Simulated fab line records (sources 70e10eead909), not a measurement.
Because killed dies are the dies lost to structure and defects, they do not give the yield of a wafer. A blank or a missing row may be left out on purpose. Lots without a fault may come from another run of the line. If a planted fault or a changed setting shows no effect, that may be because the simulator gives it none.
Chamber matching / flow nand_harc / 3 sister chambers for NHARC_A_CONTACT_DEP_24 on pecvd-01
The step deposits SiO2, target thk 500 nm. 3 wafers are shown with their chamber, then 8 later ones without.

== EACH WAFER AND ITS CHAMBER ==
wafer=L233.1; chamber=0; heater_power_w (W)=572
wafer=L233.3; chamber=2; heater_power_w (W)=360
wafer=L236.1; chamber=1; heater_power_w (W)=484

== WAFERS MISSING THEIR CHAMBER ==
wafer=L236.2; heater_power_w (W)=639
wafer=L236.4; heater_power_w (W)=668
wafer=L237.1; heater_power_w (W)=375
wafer=L237.4; heater_power_w (W)=494
wafer=L237.5; heater_power_w (W)=388
wafer=L238.1; heater_power_w (W)=410
wafer=L238.2; heater_power_w (W)=367
wafer=L238.6; heater_power_w (W)=387

== CHAMBER TAKEN BY EACH ==
wafer=L236.2; from the rows above=can't be placed: 0 or 1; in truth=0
wafer=L236.4; from the rows above=can't be placed: 0 or 1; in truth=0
wafer=L237.1; from the rows above=can't be placed: 2 or 1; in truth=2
wafer=L237.4; from the rows above=can't be placed: 1 or 0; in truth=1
wafer=L237.5; from the rows above=can't be placed: 2 or 1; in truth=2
wafer=L238.1; from the rows above=can't be placed: 2 or 1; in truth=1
wafer=L238.2; from the rows above=2; in truth=2
wafer=L238.6; from the rows above=can't be placed: 2 or 1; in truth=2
Correct placement for 1 of the 8. Unplaceable from these rows: 7, with the true chamber sitting among the candidates in 7. Wrongly placed: 0.
How it was worked out, from the rows above alone: a wafer's distance from a chamber is the root of the sum, over the readings, of the square of ((its reading less the chamber's mean) divided by the reading's scatter). If the next closest chamber is less than 2 further off than the closest, the wafer can't be placed; otherwise it belongs to the closest. A chamber's mean is the mean of its shown wafers. The scatter (one wafer shown for each chamber): square how far every hidden wafer sits from the nearest shown wafer, average those squares and take the square root.
